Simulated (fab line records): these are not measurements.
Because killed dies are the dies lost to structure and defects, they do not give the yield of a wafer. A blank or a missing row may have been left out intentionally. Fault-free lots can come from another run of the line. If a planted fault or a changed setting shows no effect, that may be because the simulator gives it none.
What tool caused it?	flow n5_finfet	24 lots with 72 wafers sampled at 4 steps, on a route of 1938 steps

== WHAT THE GAUGES READ, wafer by wafer ==
N5_BEOL_M12_OCD_MEAS_35. Usual: trench_depth_nm 317 nm, standard deviation 4.2.
lot	measured	on	trench_depth_nm (nm)	flag
L074	day 10 17:11	ocd-02	314 325 313	
L077	day 11 02:28	ocd-01	313 320 318	
L076	day 11 04:53	ocd-01	319 319 319	
L075	day 11 10:16	ocd-01	313 319 321	
L078	day 11 14:44	ocd-02	317 314 316	
L079	day 11 19:34	ocd-02	316 316 315	
L080	day 12 00:33	ocd-02	317 319 318	
L081	day 12 03:37	ocd-02	324 314 315	
L082	day 12 11:55	ocd-01	314 319 317	
L083	day 12 20:14	ocd-01	317 325 324	
L085	day 13 06:04	ocd-02	313 314 315	
L088	day 14 01:47	ocd-01	317 314 316	
L087	day 14 05:21	ocd-01	316 311 309	
L086	day 14 05:39	ocd-02	327 317 317	
L084	day 14 05:41	ocd-01	318 315 314	
L090	day 14 06:26	ocd-02	314 322 321	
L089	day 14 07:05	ocd-01	316 314 315	
L091	day 14 22:30	ocd-01	322 313 308	
L092	day 15 07:37	ocd-01	310 313 318	
L093	day 15 21:38	ocd-01	317 314 324	
L094	day 15 22:13	ocd-02	317 314 319	
L096	day 16 01:26	ocd-01	312 314 316	
L095	day 16 01:40	ocd-02	316 310 315	
L097	day 17 00:02	ocd-02	325 323 326	

N5_BEOL_M12_INSPECT_55: inspects for defects (darkfield). Usual: raw_defect_count 64, standard deviation 20.
lot	measured	on	raw_defect_count	flag
L074	day 10 20:01	defect_inspect-02	61 46 83	
L077	day 11 06:55	defect_inspect-01	49 69 48	
L076	day 11 07:54	defect_inspect-01	46 59 38	
L075	day 11 14:32	defect_inspect-02	66 90 76	
L078	day 11 17:55	defect_inspect-02	56 71 86	
L079	day 11 23:46	defect_inspect-01	76 84 92	
L080	day 12 08:29	defect_inspect-01	50 81 65	
L081	day 12 09:02	defect_inspect-01	36 35 40	
L082	day 12 14:10	defect_inspect-02	46 54 32	
L083	day 12 22:52	defect_inspect-01	47 73 50	
L085	day 13 07:59	defect_inspect-01	96 57 100	
L088	day 14 04:25	defect_inspect-02	49 57 62	
L087	day 14 08:38	defect_inspect-01	40 77 56	
L086	day 14 09:46	defect_inspect-01	82 73 65	
L084	day 14 12:04	defect_inspect-02	59 52 64	
L090	day 14 12:32	defect_inspect-01	68 47 54	
L089	day 14 12:44	defect_inspect-01	74 76 62	
L091	day 15 03:32	defect_inspect-02	105 56 98	
L092	day 15 18:11	defect_inspect-02	66 49 44	
L093	day 15 23:50	defect_inspect-01	54 45 42	
L094	day 16 00:18	defect_inspect-01	43 62 88	
L096	day 16 03:32	defect_inspect-01	37 70 59	
L095	day 16 03:55	defect_inspect-01	94 101 78	
L097	day 17 02:46	defect_inspect-01	53 78 71	

N5_BEOL_M13_OCD_MEAS_35. Usual: trench_depth_nm 414 nm, standard deviation 6.4.
lot	measured	on	trench_depth_nm (nm)	flag
L074	day 10 22:14	ocd-01	416 410 417	
L077	day 11 09:03	ocd-02	405 421 409	
L076	day 11 10:13	ocd-02	409 408 413	
L075	day 11 16:46	ocd-02	410 412 409	
L078	day 11 20:12	ocd-01	413 415 418	
L079	day 12 02:05	ocd-01	420 408 422	
L080	day 12 10:43	ocd-01	414 414 405	
L081	day 12 11:29	ocd-01	403 418 409	
L082	day 12 16:40	ocd-02	423 417 412	
L083	day 13 02:50	ocd-02	411 415 399	
L085	day 13 10:14	ocd-02	407 416 414	
L088	day 14 06:50	ocd-01	415 421 413	
L087	day 14 10:56	ocd-01	411 418 413	
L086	day 14 12:28	ocd-01	402 419 415	
L084	day 14 14:32	ocd-02	420 422 421	
L090	day 14 14:49	ocd-01	416 416 406	
L089	day 14 15:07	ocd-02	410 405 420	
L091	day 15 05:47	ocd-02	417 423 411	
L092	day 15 20:46	ocd-01	419 418 416	
L093	day 16 02:04	ocd-02	422 414 408	
L094	day 16 02:25	ocd-01	419 422 411	
L096	day 16 06:12	ocd-01	408 422 407	
L095	day 16 07:15	ocd-02	411 423 411	
L097	day 17 05:16	ocd-01	406 416 419	

== WHICH TOOL RAN EACH LOT (tool, then ch and the chambers of the sampled wafers, then the start) ==
lot	N5_BEOL_M13_DESCUM_33
L074	rie_diel-06 ch 0,1,3, day 10 21:40
L077	rie_diel-03 ch 0,1,2, day 11 08:28
L076	rie_diel-06 ch 0,2, day 11 09:38
L075	rie_diel-03 ch 1,2, day 11 16:11
L078	rie_diel-01 ch 1,3, day 11 19:37
L079	rie_diel-03 ch 0,1,3, day 12 01:30
L080	rie_diel-03 ch 0,2,3, day 12 10:08
L081	rie_diel-01 ch 0,2,3, day 12 10:55
L082	rie_diel-06 ch 1,2,3, day 12 16:05
L083	rie_diel-01 ch 0,1,3, day 13 02:16
L085	rie_diel-06 ch 1,2,3, day 13 09:39
L088	rie_diel-06 ch 0,1,3, day 14 06:16
L087	rie_diel-06 ch 1,2,3, day 14 10:21
L086	rie_diel-03 ch 0,1,3, day 14 11:53
L084	rie_diel-03 ch 0,3, day 14 13:57
L090	rie_diel-06 ch 0,2,3, day 14 14:14
L089	rie_diel-03 ch 0,1,2, day 14 14:32
L091	rie_diel-01 ch 1,2,3, day 15 05:12
L092	rie_diel-06 ch 1,2, day 15 20:11
L093	rie_diel-01 ch 1,2,3, day 16 01:29
L094	rie_diel-03 ch 2,3, day 16 01:50
L096	rie_diel-03 ch 0,1,2, day 16 05:37
L095	rie_diel-06 ch 0,1,3, day 16 06:40
L097	rie_diel-06 ch 0,1,3, day 17 04:41
- N5_BEOL_M13_DESCUM_33: chemistry O2, time 7.9 s.

== WHAT THE TOOLS THEMSELVES READ (means of the sampled wafers that have a number; where no wafer has one, the mark that the record gives instead) ==
N5_BEOL_M13_DESCUM_33. Usual: drypump_motor_current_A 5.6 A, standard deviation 0.36; oes_product_au 0.80 a.u., standard deviation 0.082; rf_vpp_V 243.4 V, standard deviation 1.5; showerhead_plenum_p_Torr 2.10 Torr, standard deviation 0.08; throttle_valve_pct 20.25 %, standard deviation 0.26.
lot	tool	drypump_motor_current_A (A)	oes_product_au (a.u.)	rf_vpp_V (V)	showerhead_plenum_p_Torr (Torr)	throttle_valve_pct (%)	flag
L074	rie_diel-06	5.7	0.85	243.1	2.11	20.21	
L077	rie_diel-03	5.5	0.77	244.5	2.13	20.01	
L076	rie_diel-06	5.4	0.76	242.7	2.04	20.56	
L075	rie_diel-03	5.5	0.75	242.3	2.05	19.95	
L078	rie_diel-01	6.1	0.79	241.9	2.04	20.18	
L079	rie_diel-03	5.7	0.85	244.6	2.18	20.20	
L080	rie_diel-03	5.4	0.83	243.9	2.11	20.20	
L081	rie_diel-01	5.8	0.74	242.5	2.05	20.39	
L082	rie_diel-06	5.5	0.78	244.1	2.12	20.30	
L083	rie_diel-01	5.8	0.75	243.3	2.08	20.28	
L085	rie_diel-06	5.5	0.76	244.1	2.11	20.31	
L088	rie_diel-06	5.7	0.82	244.1	2.10	20.25	
L087	rie_diel-06	5.5	0.86	243.8	2.11	20.20	
L086	rie_diel-03	5.7	0.82	243.8	2.17	20.23	
L084	rie_diel-03	5.7	0.86	243.4	2.16	20.40	
L090	rie_diel-06	5.4	0.87	243.5	2.08	20.40	
L089	rie_diel-03	5.5	0.76	243.3	2.12	20.05	
L091	rie_diel-01	6.0	0.82	243.9	2.11	20.28	
L092	rie_diel-06	5.4	0.89	243.7	2.06	20.15	
L093	rie_diel-01	6.1	0.82	243.6	2.11	20.28	
L094	rie_diel-03	5.7	0.82	242.7	2.08	20.35	
L096	rie_diel-03	5.5	0.75	243.3	2.12	20.07	
L095	rie_diel-06	5.7	0.81	244.1	2.10	20.27	
L097	rie_diel-06	5.7	0.79	243.6	2.10	20.28	

== THE ANSWER, worked out from the rows above alone ==
Rule: a lot counts as off when the mean over its wafers that have a number is more than 3 standard deviations away from the usual mean. Also off: a lot with no number at a reading for which 4 or more lots have one. All remaining lots with rows at the step are treated as sound. Order of review: gauges by route order, followed by the tools' own readings, for which a lot's mean as printed above is used. The first step at which some lot is off is used, and at that step the reading that is off furthest; a lot without a number counts as furthest.
Nothing can be told from this: no lot is off at any reading shown.

== WHAT WAS PUT IN BY THE SIMULATOR ==
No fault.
